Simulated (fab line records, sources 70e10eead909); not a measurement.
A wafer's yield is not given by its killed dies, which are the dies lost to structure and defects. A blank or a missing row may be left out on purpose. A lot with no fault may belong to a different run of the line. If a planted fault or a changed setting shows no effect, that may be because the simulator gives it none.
fab line records + flow nand-harc + part 2 of 2: steps 4 to 6 of 6
record
- lots=20
- wafers=60
- last-day=24
route steps=1159 shown A_STAIRCASE@530
lots that met no fault: taken from a fault-free run of the same line
start-h: hours from the record's opening day to when the first of the lot's shown wafers began + wait-h: hours since the lot's step before + " repeats the value in the row above + L1.1+2: one row covering several wafers at once + - no value, or no start was given + * or withheld: withheld + < > ~ a bound
route shown NAME@n: NAME is a module with steps in the file, n the number in the route of the first one + usual: mean/standard deviation of fault-free wafers + same: alike in all rows + chamber/n: place in a boat + sites: the reading at each site + _std_site: the values' standard deviation + _edge_site: inner sites' mean taken away from outer sites' mean + radius-mm: how far each site lies from the wafer's centre + mask NAME#n: copy n + behind: the most recent tool/chamber to have shaped the wafer + hold: the reason the lot was held/the length of the hold in hours/how it ended + device: whichever transistor did not switch (one of n, p or np) + end of line: the tests these same wafers got at the end of their route + a step given without rows: its recipe and nothing more + killed: not the wafer's yield, but the dies lost to structure and defects at the first sort + map: a wafer's dies, x killed, . not, _ none there
set.NAME: the setting as run; set.NAME@STEP: as run at that earlier step + model.NAME: the simulator's own value behind a step, which no gauge read
steps of the route over a sample of lots; a table a step, a row a wafer
services: when a tool's chamber went out of use (start-h, in hours from the record's first day, below 0 if earlier), for how many hours, and the reason
## steps
# step NHARC_A_STAIRCASE_TRIM_26
# recipe
- time-s=211.2
- o2-flow-sccm=500
- ar-flow-sccm=0
- bias-w=0
- chemistry=O2
# usual
- chamber-pressure-mTorr=60.00/0.056
- drypump-motor-current-A=5.9/0.52
- oes-product-au=1.003/0.0078
- rf-vpp-V=57.8/0.89
- showerhead-plenum-p-Torr=3.52/0.11
- throttle-valve-pct=17.038/0.0093
| lot.wafer | tool        | chamber | start-h | wait-h | chamber-pressure-mTorr | drypump-motor-current-A | oes-product-au | rf-hours-counter-h | rf-vpp-V | showerhead-plenum-p-Torr | throttle-valve-pct |
|-----------|-------------|---------|---------|--------|------------------------|-------------------------|----------------|--------------------|----------|--------------------------|--------------------|
| L074.4    | rie-diel-09 | 2       | -       | -      | 59.99                  | 6.2                     | 1.002          | 54                 | 58.3     | 3.61                     | 17.042             |
| L074.1    | "           | 3       | "       | "      | 59.97                  | 6.4                     | 0.998          | 56                 | 59.5     | 3.59                     | 17.032             |
| L074.2    | "           | 1       | "       | "      | 60.09                  | 5.8                     | 0.999          | 57                 | 58.7     | 3.59                     | 17.043             |
| L075.1    | rie-diel-07 | 3       | -       | -      | 59.95                  | 6.4                     | 0.999          | 5                  | 59.8     | 3.61                     | 17.043             |
| L075.4    | "           | 0       | "       | "      | 60.00                  | 6.6                     | 0.995          | 4                  | 56.7     | 3.40                     | 17.033             |
| L075.6    | "           | 2       | "       | "      | 59.99                  | 5.8                     | 0.985          | -                  | 59.0     | 3.68                     | 17.050             |
| L077.4    | rie-diel-07 | 1       | -       | -      | 60.09                  | 5.7                     | 1.010          | 6                  | 56.0     | 3.34                     | 17.043             |
| L077.6    | "           | 3       | "       | "      | 60.00                  | 6.3                     | 1.017          | -                  | 58.3     | 3.60                     | 17.030             |
| L077.5    | "           | 0       | "       | "      | 59.95                  | 6.6                     | 1.003          | -                  | 56.8     | 3.40                     | 17.036             |
| L076.4    | rie-diel-06 | 0       | -       | -      | 60.10                  | 5.6                     | 1.004          | 3                  | 56.7     | 3.30                     | 17.035             |
| L076.1    | "           | 3       | "       | "      | 60.00                  | 6.1                     | 1.002          | 3                  | 58.6     | 3.58                     | 17.034             |
| L076.6    | "           | 1       | "       | "      | 60.02                  | 6.0                     | 1.002          | -                  | 58.7     | 3.43                     | 17.030             |
| L079.4    | rie-diel-06 | 0       | -       | -      | 59.98                  | 5.6                     | 0.999          | 5                  | 58.0     | 3.30                     | 17.040             |
| L079.3    | "           | 2       | "       | "      | 60.03                  | 5.0                     | 1.001          | 5                  | 57.4     | 3.61                     | 17.048             |
| L079.5    | "           | 0       | "       | "      | 59.99                  | 5.6                     | 1.015          | -                  | 56.8     | 3.30                     | 17.045             |
| L078.2    | rie-diel-06 | 2       | -       | -      | 59.94                  | 5.0                     | 1.012          | 7                  | 55.3     | 3.61                     | 17.051             |
| L078.4    | "           | 0       | "       | "      | 59.99                  | 5.7                     | 1.014          | 7                  | 57.4     | 3.30                     | 17.036             |
| L078.6    | "           | 2       | "       | "      | 60.00                  | 5.0                     | 1.009          | -                  | 56.6     | 3.61                     | 17.053             |
| L080.4    | rie-diel-07 | 0       | -       | -      | 60.00                  | 6.5                     | 1.009          | 11                 | 57.6     | 3.40                     | 17.047             |
| L080.3    | "           | 2       | "       | "      | 59.97                  | 5.7                     | 1.001          | 12                 | 56.9     | 3.68                     | 17.030             |
| L080.6    | "           | 3       | "       | "      | 59.92                  | 6.4                     | 1.009          | -                  | 58.8     | 3.60                     | 17.017             |
| L081.4    | rie-diel-09 | 0       | -       | -      | 60.02                  | 4.8                     | 0.998          | 9                  | 56.6     | 3.51                     | 17.036             |
| L081.1    | "           | 3       | "       | "      | 59.92                  | 6.4                     | 1.002          | 8                  | 57.6     | 3.59                     | 17.040             |
| L081.5    | "           | 1       | "       | "      | 60.00                  | 5.8                     | 0.999          | -                  | 57.0     | 3.59                     | 17.033             |
| L083.3    | rie-diel-09 | 3       | -       | -      | 59.93                  | 6.4                     | 0.996          | 8                  | 57.9     | 3.59                     | 17.034             |
| L083.4    | "           | 1       | "       | "      | 60.06                  | 5.7                     | 0.997          | 8                  | 58.0     | 3.59                     | 17.037             |
| L083.5    | "           | 3       | "       | "      | 60.03                  | 6.3                     | 1.007          | -                  | 59.7     | 3.59                     | 17.033             |
| L085.2    | rie-diel-09 | 1       | -       | -      | 59.95                  | 5.8                     | 0.988          | 12                 | 58.8     | 3.59                     | 17.035             |
| L085.4    | "           | 0       | "       | "      | 59.97                  | 4.8                     | 0.989          | 15                 | 56.6     | 3.51                     | 17.025             |
| L085.6    | "           | 2       | "       | "      | 60.02                  | 6.2                     | 0.996          | -                  | 57.7     | 3.60                     | 17.043             |
| L084.4    | rie-diel-07 | 0       | -       | -      | 59.97                  | 6.6                     | 1.010          | 25                 | 56.7     | 3.39                     | 17.052             |
| L084.1    | "           | 1       | "       | "      | 60.07                  | 5.8                     | 1.029          | 26                 | 57.5     | 3.33                     | 17.024             |
| L084.5    | "           | 3       | "       | "      | 59.99                  | 6.4                     | 1.014          | -                  | 57.9     | 3.60                     | 17.049             |
| L086.2    | rie-diel-09 | 3       | -       | -      | 60.07                  | 6.4                     | 1.005          | 20                 | 57.3     | 3.58                     | 17.038             |
| L086.6    | "           | 1       | "       | "      | 60.06                  | 5.8                     | 0.998          | -                  | 58.8     | 3.58                     | 17.041             |
| L086.5    | "           | 2       | "       | "      | 59.94                  | 6.2                     | 1.012          | -                  | 58.3     | 3.60                     | 17.044             |
| L087.2    | rie-diel-09 | 0       | -       | -      | 60.01                  | 4.8                     | 0.999          | 21                 | 58.5     | 3.51                     | 17.047             |
| L087.6    | "           | 2       | "       | "      | 60.11                  | 6.2                     | 1.006          | -                  | 58.2     | 3.60                     | 17.035             |
| L087.5    | "           | 3       | "       | "      | 59.89                  | 6.4                     | 0.992          | -                  | 55.7     | 3.58                     | 17.054             |
| L089.4    | rie-diel-07 | 3       | -       | -      | 60.04                  | 6.4                     | 1.005          | 37                 | 57.8     | 3.59                     | 17.033             |
| L089.1    | "           | 1       | "       | "      | 59.94                  | 5.8                     | 1.021          | 40                 | 56.9     | 3.32                     | 17.027             |
| L089.5    | "           | 0       | "       | "      | 60.01                  | 6.6                     | 1.009          | -                  | 56.9     | 3.38                     | 17.038             |
| L090.2    | rie-diel-06 | 3       | -       | -      | 60.00                  | 6.1                     | 0.999          | 24                 | 58.2     | 3.57                     | 17.025             |
| L090.1    | "           | 1       | "       | "      | 60.07                  | 6.1                     | 0.993          | 33                 | 58.4     | 3.42                     | 17.056             |
| L090.5    | "           | 3       | "       | "      | 60.08                  | 6.1                     | 1.005          | -                  | 59.7     | 3.57                     | 17.050             |
| L088.2    | rie-diel-07 | 3       | -       | -      | 59.98                  | 6.4                     | 1.007          | 38                 | 56.9     | 3.59                     | 17.028             |
| L088.4    | "           | 0       | "       | "      | 60.02                  | 6.5                     | 1.005          | -                  | 57.9     | 3.38                     | 17.051             |
| L088.5    | "           | 3       | "       | "      | 60.09                  | 6.4                     | 1.007          | -                  | 56.6     | 3.59                     | 17.043             |
| L091.3    | rie-diel-07 | 3       | -       | -      | 59.98                  | 6.4                     | 1.007          | 40                 | 58.6     | 3.59                     | 17.046             |
| L091.5    | "           | 3       | "       | "      | 60.04                  | 6.3                     | 0.995          | -                  | 57.9     | 3.59                     | 17.051             |
| L091.4    | "           | 1       | "       | "      | 60.02                  | 5.8                     | 1.008          | -                  | 58.8     | 3.32                     | 17.021             |
| L094.3    | rie-diel-09 | 0       | -       | -      | 60.06                  | 4.8                     | 1.005          | 37                 | 57.7     | 3.50                     | 17.035             |
| L094.2    | "           | 1       | "       | "      | 59.97                  | 5.8                     | 1.000          | 33                 | 57.7     | 3.57                     | 17.038             |
| L094.4    | "           | 2       | "       | "      | 60.03                  | 6.2                     | 1.006          | 32                 | 57.2     | 3.59                     | 17.039             |
| L095.3    | rie-diel-07 | 0       | -       | -      | 59.99                  | 6.5                     | 1.007          | 49                 | 56.2     | 3.38                     | 17.029             |
| L095.6    | "           | 1       | "       | "      | 59.92                  | 5.8                     | 1.012          | -                  | 57.6     | 3.32                     | 17.048             |
| L095.4    | "           | 3       | "       | "      | 59.97                  | 6.4                     | 1.002          | -                  | 57.4     | 3.58                     | 17.046             |
| L096.4    | rie-diel-07 | 2       | -       | -      | 59.96                  | 5.8                     | 1.008          | 41                 | 58.1     | 3.66                     | 17.042             |
| L096.3    | "           | 3       | "       | "      | 59.94                  | 6.4                     | 0.997          | 49                 | 57.9     | 3.58                     | 17.039             |
| L096.5    | "           | 1       | "       | "      | 59.99                  | 5.8                     | 0.998          | -                  | 58.5     | 3.32                     | 17.033             |
# step NHARC_A_STAIRCASE_ETCH_27
# recipe
- target-depth-a=1000
- time-s=40.5
- ion-energy-ev=400
- c4f8-flow-sccm=20
- o2-flow-sccm=10
- ar-flow-sccm=withheld
- rf-w=600
- bias-w=1000
- chemistry=C4F8/O2
# usual
- chamber-pressure-mTorr=24.997/0.022
- oes-product-au=0.942/0.012
- rf-vpp-V=895/4.3
| lot.wafer | tool        | chamber | start-h | wait-h | chamber-pressure-mTorr | oes-product-au | rf-hours-counter-h | rf-vpp-V |
|-----------|-------------|---------|---------|--------|------------------------|----------------|--------------------|----------|
| L074.4    | rie-diel-09 | 3       | -       | -      | 24.980                 | 0.942          | 56                 | 898      |
| L074.1    | "           | 0       | "       | "      | 25.024                 | 0.958          | 59                 | 894      |
| L074.2    | "           | 1       | "       | "      | 24.970                 | 0.953          | 57                 | 898      |
| L075.4    | rie-diel-07 | 3       | -       | -      | 24.990                 | 0.947          | 5                  | 899      |
| L075.1    | "           | 0       | "       | "      | 24.965                 | 0.953          | 4                  | 890      |
| L075.6    | "           | 1       | "       | "      | 24.996                 | 0.951          | -                  | 890      |
| L077.4    | rie-diel-07 | 1       | -       | -      | 24.974                 | 0.964          | 6                  | 890      |
| L077.6    | "           | 2       | "       | "      | 25.011                 | 0.952          | -                  | 902      |
| L077.5    | "           | 3       | "       | "      | 24.982                 | 0.945          | -                  | 899      |
| L076.4    | rie-diel-06 | 3       | -       | -      | 25.006                 | 0.941          | 3                  | 899      |
| L076.1    | "           | 2       | "       | "      | 25.001                 | 0.947          | 3                  | 898      |
| L076.6    | "           | 3       | "       | "      | 25.026                 | 0.949          | -                  | 900      |
| L079.4    | rie-diel-06 | 1       | -       | -      | 24.969                 | 0.925          | 7                  | 893      |
| L079.3    | "           | 2       | "       | "      | 24.993                 | 0.932          | 7                  | 899      |
| L079.5    | "           | 2       | "       | "      | 24.966                 | 0.930          | -                  | 899      |
| L078.4    | rie-diel-06 | 0       | -       | -      | 25.014                 | 0.944          | 7                  | 886      |
| L078.2    | "           | 1       | "       | "      | 25.025                 | 0.919          | 7                  | 892      |
| L078.6    | "           | 0       | "       | "      | 24.995                 | 0.949          | -                  | 888      |
| L080.4    | rie-diel-07 | 2       | -       | -      | 25.012                 | 0.947          | 12                 | 901      |
| L080.3    | "           | 3       | "       | "      | 24.982                 | 0.940          | 12                 | 899      |
| L080.6    | "           | 0       | "       | "      | 24.967                 | 0.934          | -                  | 892      |
| L081.1    | rie-diel-09 | 2       | -       | -      | 24.977                 | 0.947          | 7                  | 898      |
| L081.4    | "           | 3       | "       | "      | 24.978                 | 0.947          | 8                  | 898      |
| L081.5    | "           | 2       | "       | "      | 24.987                 | 0.950          | -                  | 898      |
| L083.4    | rie-diel-09 | 2       | -       | -      | 24.988                 | 0.942          | 7                  | 898      |
| L083.3    | "           | 1       | "       | "      | 24.982                 | 0.930          | 8                  | 898      |
| L083.5    | "           | 2       | "       | "      | 25.002                 | 0.945          | -                  | 898      |
| L085.2    | rie-diel-09 | 3       | -       | -      | 24.997                 | 0.936          | 14                 | 898      |
| L085.4    | "           | 1       | "       | "      | 24.986                 | 0.948          | 12                 | 898      |
| L085.6    | "           | 0       | "       | "      | 24.995                 | 0.950          | -                  | 896      |
| L084.1    | rie-diel-07 | 0       | -       | -      | 25.015                 | 0.956          | 25                 | 891      |
| L084.4    | "           | 1       | "       | "      | 25.023                 | 0.987          | 26                 | 890      |
| L084.5    | "           | 0       | "       | "      | 25.026                 | 0.948          | -                  | 892      |
| L086.2    | rie-diel-09 | 1       | -       | -      | 24.976                 | 0.921          | 17                 | 898      |
| L086.6    | "           | 0       | "       | "      | 25.014                 | 0.930          | -                  | 895      |
| L086.5    | "           | 1       | "       | "      | 25.013                 | 0.923          | -                  | 898      |
| L087.2    | rie-diel-09 | 2       | -       | -      | 25.041                 | 0.937          | 16                 | 898      |
| L087.5    | "           | 3       | "       | "      | 25.017                 | 0.924          | -                  | 899      |
| L087.6    | "           | 0       | "       | "      | 25.006                 | 0.932          | -                  | 896      |
| L089.4    | rie-diel-07 | 2       | -       | -      | 24.959                 | 0.936          | 37                 | 901      |
| L089.1    | "           | 3       | "       | "      | 24.970                 | 0.957          | 37                 | 898      |
| L089.5    | "           | 1       | "       | "      | 25.016                 | 0.966          | -                  | 888      |
| L090.1    | rie-diel-06 | 1       | -       | -      | 25.000                 | 0.930          | 34                 | 892      |
| L090.2    | "           | 3       | "       | "      | 24.989                 | 0.947          | 24                 | 899      |
| L090.5    | "           | 2       | "       | "      | 24.971                 | 0.959          | -                  | 898      |
| L088.2    | rie-diel-07 | 0       | -       | -      | 25.007                 | 0.944          | 42                 | 890      |
| L088.4    | "           | 0       | "       | "      | 25.044                 | 0.947          | -                  | 891      |
| L088.5    | "           | 3       | "       | "      | 25.023                 | 0.937          | -                  | 899      |
| L091.3    | rie-diel-07 | 1       | -       | -      | 24.998                 | 0.942          | 44                 | 888      |
| L091.4    | "           | 0       | "       | "      | 25.036                 | 0.938          | -                  | 889      |
| L091.5    | "           | 3       | "       | "      | 24.990                 | 0.940          | -                  | 898      |
| L094.4    | rie-diel-09 | 3       | -       | -      | 25.012                 | 0.941          | 36                 | 896      |
| L094.3    | "           | 0       | "       | "      | 24.976                 | 0.939          | 37                 | 894      |
| L094.2    | "           | 2       | "       | "      | 25.025                 | 0.945          | 32                 | 897      |
| L095.4    | rie-diel-07 | 0       | -       | -      | 24.994                 | 0.944          | 49                 | 890      |
| L095.3    | "           | 1       | "       | "      | 25.041                 | 0.952          | 49                 | 889      |
| L095.6    | "           | 0       | "       | "      | 24.968                 | 0.934          | -                  | 891      |
| L096.4    | rie-diel-07 | 2       | -       | -      | 24.978                 | 0.946          | 42                 | 903      |
| L096.3    | "           | 3       | "       | "      | 25.003                 | 0.933          | 49                 | 897      |
| L096.5    | "           | 1       | "       | "      | 25.005                 | 0.938          | -                  | 889      |
# step NHARC_A_STAIRCASE_ETCH_197
# recipe
- target-depth-a=1000
- time-s=40.5
- ion-energy-ev=400
- c4f8-flow-sccm=20
- o2-flow-sccm=10
- ar-flow-sccm=withheld
- rf-w=600
- bias-w=1000
- chemistry=C4F8/O2
# usual
- chamber-pressure-mTorr=25.003/0.023
- oes-product-au=0.948/0.013
- rf-vpp-V=895/4.5
| lot.wafer | tool        | chamber | start-h | wait-h | chamber-pressure-mTorr | oes-product-au | rf-hours-counter-h | rf-vpp-V |
|-----------|-------------|---------|---------|--------|------------------------|----------------|--------------------|----------|
| L074.1    | rie-diel-07 | 2       | -       | -      | 24.998                 | 0.960          | 5                  | 902      |
| L074.4    | "           | 0       | "       | "      | 24.974                 | 0.945          | 4                  | 892      |
| L074.2    | "           | 1       | "       | "      | 24.988                 | 0.961          | 5                  | 888      |
| L075.4    | rie-diel-06 | 1       | -       | -      | 24.995                 | 0.937          | 1                  | 893      |
| L075.1    | "           | 2       | "       | "      | 25.004                 | 0.939          | 1                  | 899      |
| L075.6    | "           | 3       | "       | "      | 25.015                 | 0.955          | -                  | 899      |
| L077.4    | rie-diel-07 | 0       | -       | -      | 25.005                 | 0.941          | 7                  | 890      |
| L077.6    | "           | 2       | "       | "      | 24.992                 | 0.942          | -                  | 901      |
| L077.5    | "           | 3       | "       | "      | 25.011                 | 0.938          | -                  | 897      |
| L076.4    | rie-diel-06 | 0       | -       | -      | 25.005                 | 0.948          | 7                  | 886      |
| L076.1    | "           | 3       | "       | "      | 25.047                 | 0.948          | 7                  | 898      |
| L076.6    | "           | 1       | "       | "      | 25.033                 | 0.929          | -                  | 894      |
| L079.4    | rie-diel-06 | 3       | -       | -      | 24.979                 | 0.963          | 8                  | 896      |
| L079.3    | "           | 0       | "       | "      | 24.977                 | 0.966          | 8                  | 886      |
| L079.5    | "           | 3       | "       | "      | 25.035                 | 0.952          | -                  | 897      |
| L078.4    | rie-diel-07 | 2       | -       | -      | 24.996                 | 0.928          | 13                 | 902      |
| L078.2    | "           | 0       | "       | "      | 25.021                 | 0.928          | 13                 | 891      |
| L078.6    | "           | 1       | "       | "      | 24.992                 | 0.928          | -                  | 890      |
| L080.4    | rie-diel-07 | 0       | -       | -      | 24.975                 | 0.964          | 13                 | 891      |
| L080.3    | "           | 2       | "       | "      | 25.037                 | 0.955          | 13                 | 901      |
| L080.6    | "           | 0       | "       | "      | 25.029                 | 0.952          | -                  | 893      |
| L081.1    | rie-diel-07 | 3       | -       | -      | 25.004                 | 0.950          | 19                 | 899      |
| L081.4    | "           | 0       | "       | "      | 24.990                 | 0.947          | 20                 | 891      |
| L081.5    | "           | 1       | "       | "      | 25.001                 | 0.958          | -                  | 889      |
| L083.3    | rie-diel-06 | 0       | -       | -      | 24.998                 | 0.929          | 15                 | 886      |
| L083.4    | "           | 2       | "       | "      | 25.014                 | 0.928          | 14                 | 900      |
| L083.5    | "           | 3       | "       | "      | 24.999                 | 0.930          | -                  | 897      |
| L084.1    | rie-diel-09 | 1       | -       | -      | 24.999                 | 0.933          | 13                 | 898      |
| L084.4    | "           | 0       | "       | "      | 25.005                 | 0.953          | 16                 | 896      |
| L084.5    | "           | 2       | "       | "      | 24.993                 | 0.952          | -                  | 899      |
| L085.2    | rie-diel-07 | 1       | -       | -      | 24.993                 | 0.951          | 27                 | 889      |
| L085.4    | "           | 3       | "       | "      | 25.027                 | 0.944          | 24                 | 897      |
| L085.6    | "           | 0       | "       | "      | 24.934                 | 0.945          | -                  | 891      |
| L086.2    | rie-diel-09 | 1       | -       | -      | 24.992                 | 0.953          | 18                 | 898      |
| L086.6    | "           | 1       | "       | "      | 24.997                 | 0.964          | -                  | 897      |
| L086.5    | "           | 2       | "       | "      | 24.996                 | 0.969          | -                  | 898      |
| L087.2    | rie-diel-06 | 2       | -       | -      | 24.964                 | 0.946          | 27                 | 898      |
| L087.6    | "           | 1       | "       | "      | 25.013                 | 0.939          | -                  | 891      |
| L087.5    | "           | 2       | "       | "      | 24.989                 | 0.943          | -                  | 898      |
| L089.1    | rie-diel-09 | 3       | -       | -      | 24.982                 | 0.937          | 27                 | 898      |
| L089.4    | "           | 0       | "       | "      | 24.996                 | 0.944          | 28                 | 895      |
| L089.5    | "           | 2       | "       | "      | 24.997                 | 0.926          | -                  | 900      |
| L090.1    | rie-diel-06 | 1       | -       | -      | 24.992                 | 0.950          | 34                 | 892      |
| L090.2    | "           | 2       | "       | "      | 25.031                 | 0.976          | 34                 | 899      |
| L090.5    | "           | 2       | "       | "      | 25.002                 | 0.970          | -                  | 899      |
| L088.2    | rie-diel-07 | 3       | -       | -      | 25.011                 | 0.937          | 41                 | 900      |
| L088.4    | "           | 3       | "       | "      | 24.974                 | 0.942          | -                  | 899      |
| L088.5    | "           | 0       | "       | "      | 24.978                 | 0.940          | -                  | 889      |
| L091.3    | rie-diel-06 | 1       | -       | -      | 25.011                 | 0.931          | 39                 | 891      |
| L091.5    | "           | 3       | "       | "      | 25.002                 | 0.937          | -                  | 898      |
| L091.4    | "           | 1       | "       | "      | 24.998                 | 0.934          | -                  | 892      |
| L094.4    | rie-diel-09 | 0       | -       | -      | 25.066                 | 0.935          | 38                 | 894      |
| L094.3    | "           | 1       | "       | "      | 24.978                 | 0.948          | 33                 | 898      |
| L094.2    | "           | 2       | "       | "      | 25.005                 | 0.945          | 32                 | 898      |
| L095.3    | rie-diel-06 | 3       | -       | -      | 25.004                 | 0.950          | 35                 | 898      |
| L095.6    | "           | 1       | "       | "      | 24.973                 | 0.935          | -                  | 892      |
| L095.4    | "           | 2       | "       | "      | 24.970                 | 0.956          | -                  | 898      |
| L096.4    | rie-diel-07 | 2       | -       | -      | 24.999                 | 0.952          | 42                 | 900      |
| L096.3    | "           | 1       | "       | "      | 24.991                 | 0.947          | 53                 | 887      |
| L096.5    | "           | 3       | "       | "      | 25.008                 | 0.953          | -                  | 897      |
## services
| tool        | chamber | start-h | hours | kind                          |
|-------------|---------|---------|-------|-------------------------------|
| rie-diel-07 | -       | 228.36  | 9.0   | pm                            |
| rie-diel-07 | 0       | 228.36  | 9.0   | vent-cycle                    |
| rie-diel-07 | 1       | 228.36  | 9.0   | vent-cycle                    |
| rie-diel-07 | 2       | 228.36  | 9.0   | vent-cycle                    |
| rie-diel-07 | 3       | 228.36  | 9.0   | vent-cycle                    |
| rie-diel-07 | 0       | 237.36  | -     | clean                         |
| rie-diel-07 | 1       | 237.36  | -     | clean                         |
| rie-diel-07 | 1       | 237.36  | -     | consumable-replace:focus-ring |
| rie-diel-07 | 2       | 237.36  | -     | clean                         |
| rie-diel-07 | 3       | 237.36  | -     | clean                         |
| rie-diel-09 | -       | 240.67  | 0.8   | repair                        |
| rie-diel-06 | -       | 242.47  | 9.0   | pm                            |
| rie-diel-09 | -       | 254.11  | 9.0   | pm                            |
| rie-diel-07 | 0       | 261.95  | -     | clean                         |
| rie-diel-07 | 1       | 261.95  | -     | clean                         |
| rie-diel-06 | -       | 275.48  | 0.3   | repair                        |
| rie-diel-09 | 1       | 282.27  | 4.0   | repair                        |
| rie-diel-09 | 2       | 285.48  | 8.2   | repair                        |
| rie-diel-06 | 3       | 291.21  | 21.8  | repair                        |
| rie-diel-07 | 1       | 310.76  | 2.2   | repair                        |
| rie-diel-06 | 3       | 326.38  | 3.6   | repair                        |
| rie-diel-06 | 0       | 328.72  | 43.8  | repair                        |
| rie-diel-07 | 2       | 340.48  | 15.5  | repair                        |
| rie-diel-09 | 3       | 360.57  | 16.6  | repair                        |
